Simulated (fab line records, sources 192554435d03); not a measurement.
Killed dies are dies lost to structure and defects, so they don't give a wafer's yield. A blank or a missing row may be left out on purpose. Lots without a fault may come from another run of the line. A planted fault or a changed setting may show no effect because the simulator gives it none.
Chamber matching | flow n5_finfet | N5_BEOL_M10_ETCH_61 on rie_diel-06: 4 sister chambers
The step etches SiARC in CF4, target depth 39 nm, time 65 s. 14 wafers are shown with their chamber, then 7 later ones without.

WAFERS WITH THEIR CHAMBER
wafer  | chamber | drypump_motor_current_A (A) | throttle_valve_pct (%) | etch_rf_on_time_s (s)
L080.2 | 1       | 6.2                         | 15.78                  | 66.6
L080.4 | 2       | 5.3                         | 15.42                  | 64.9
L080.5 | 0       | 5.3                         | 15.85                  | 64.9
L081.2 | 3       | 5.1                         | 15.49                  | 63.9
L081.5 | 1       | 6.2                         | 15.78                  | 65.9
L081.6 | 0       | 5.3                         | 15.84                  | 64.7
L085.1 | 2       | 5.3                         | 15.44                  | 65.6
L085.4 | 3       | 5.1                         | 15.52                  | 63.6
L085.5 | 0       | 5.3                         | 15.88                  | 64.3
L088.1 | 1       | 6.1                         | 15.30                  | 64.2
L088.3 | 3       | 5.1                         | 15.51                  | 63.7
L088.4 | 2       | 5.2                         | 15.47                  | 64.7
L087.1 | 1       | 6.1                         | 15.33                  | 64.3
L087.2 | 2       | 5.3                         | 15.46                  | 65.1

SIGNATURES (means of the wafers above)
reading                 | chamber 0 | chamber 1 | chamber 2 | chamber 3 | scatter within a chamber
drypump_motor_current_A | 5.300     | 6.150     | 5.275     | 5.100     | 0.0418
throttle_valve_pct      | 15.8567   | 15.5475   | 15.4475   | 15.5067   | 0.148
etch_rf_on_time_s       | 64.633    | 65.250    | 65.075    | 63.733    | 0.702
Rule: a wafer's distance from a chamber is the root of the sum, over the readings, of the square of ((its reading less the chamber's mean) divided by the reading's scatter). The wafer belongs to the nearest chamber; if the next one is less than 2 further off, it can't be placed. The scatter: the root of (the sum of the squares of (reading less its chamber's mean) over the shown wafers, divided by (wafers less chambers)).

WAFERS WITHOUT THEIR CHAMBER
wafer  | drypump_motor_current_A (A) | throttle_valve_pct (%) | etch_rf_on_time_s (s)
L087.3 | 5.1                         | 15.53                  | 63.8
L092.1 | 5.3                         | 15.46                  | 64.3
L092.4 | 5.1                         | 15.52                  | 63.9
L092.5 | 5.1                         | 15.54                  | 63.7
L094.2 | 5.3                         | 15.90                  | 64.9
L094.3 | 5.3                         | 15.49                  | 64.9
L094.6 | 5.3                         | 15.91                  | 64.7

WHICH CHAMBER EACH WENT THROUGH
wafer  | from the rows above     | in truth
L087.3 | 3                       | 3
L092.1 | can't be placed: 2 or 0 | 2
L092.4 | 3                       | 3
L092.5 | 3                       | 3
L094.2 | 0                       | 0
L094.3 | can't be placed: 2 or 0 | 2
L094.6 | 0                       | 0
Placed correctly: 5 of 7. Can't be placed from these rows: 2 (the true chamber is among the candidates in 2). Placed wrongly: 0.
